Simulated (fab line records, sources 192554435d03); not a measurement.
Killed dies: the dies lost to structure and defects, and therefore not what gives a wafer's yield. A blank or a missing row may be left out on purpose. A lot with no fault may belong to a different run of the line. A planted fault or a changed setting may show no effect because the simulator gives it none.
Matching of chambers + flow n5_finfet + 3 sister chambers for N5_PASSIVATION_PECVD_55 on pecvd-01
The step deposits SiO2 from SiH4/N2O, target thk 400 nm, time 22.5 s. 6 wafers are shown with their chamber, then 11 later ones without.

== WAFERS WITH THEIR CHAMBER ==
| wafer  | chamber | showerhead_plenum_p_Torr (Torr) | throttle_valve_pct (%) |
|--------|---------|---------------------------------|------------------------|
| L082.5 | 2       | 8.18                            | 53.8                   |
| L085.3 | 0       | 8.01                            | 54.9                   |
| L085.5 | 2       | 8.17                            | 53.8                   |
| L087.5 | 0       | 8.01                            | 54.6                   |
| L087.6 | 1       | 8.09                            | 55.3                   |
| L088.1 | 1       | 8.10                            | 55.5                   |

== WAFERS WITHOUT THEIR CHAMBER ==
| wafer  | showerhead_plenum_p_Torr (Torr) | throttle_valve_pct (%) |
|--------|---------------------------------|------------------------|
| L088.2 | 8.00                            | 54.9                   |
| L088.5 | 8.10                            | 55.4                   |
| L090.1 | 8.19                            | 54.4                   |
| L090.4 | 8.01                            | 55.1                   |
| L090.5 | 8.03                            | 54.8                   |
| L091.2 | 8.03                            | 54.8                   |
| L091.3 | 8.02                            | 54.9                   |
| L091.5 | 8.03                            | 54.9                   |
| L097.3 | 8.21                            | 54.5                   |
| L097.4 | 8.07                            | 48.8                   |
| L097.6 | 8.03                            | 55.0                   |

== WHICH CHAMBER EACH ONE RAN IN ==
| wafer  | from the rows above | in truth                   |
|--------|---------------------|----------------------------|
| L088.2 | 0                   | 0                          |
| L088.5 | 1                   | 1                          |
| L090.1 | 2                   | 2                          |
| L090.4 | 0                   | 0                          |
| L090.5 | 0                   | 0                          |
| L091.2 | 0                   | 0                          |
| L091.3 | 0                   | 0                          |
| L091.5 | 0                   | 0                          |
| L097.3 | 2                   | 2                          |
| L097.4 | 2                   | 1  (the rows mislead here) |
| L097.6 | 0                   | 0                          |
Placed correctly: 10 of 11. Left unplaced by these rows: 0. Wrongly placed: 1.
How it was worked out, from the rows above alone: a wafer's distance from a chamber is the root of the sum, over the readings, of the square of ((its reading less the chamber's mean) divided by the reading's scatter). The wafer belongs to the nearest chamber; if the next one is less than 2 further off, it can't be placed. A chamber's mean is the mean of its shown wafers. The scatter: take each reading less its chamber's mean, square it, sum over the shown wafers, divide by the number of wafers less the number of chambers, and take the root.
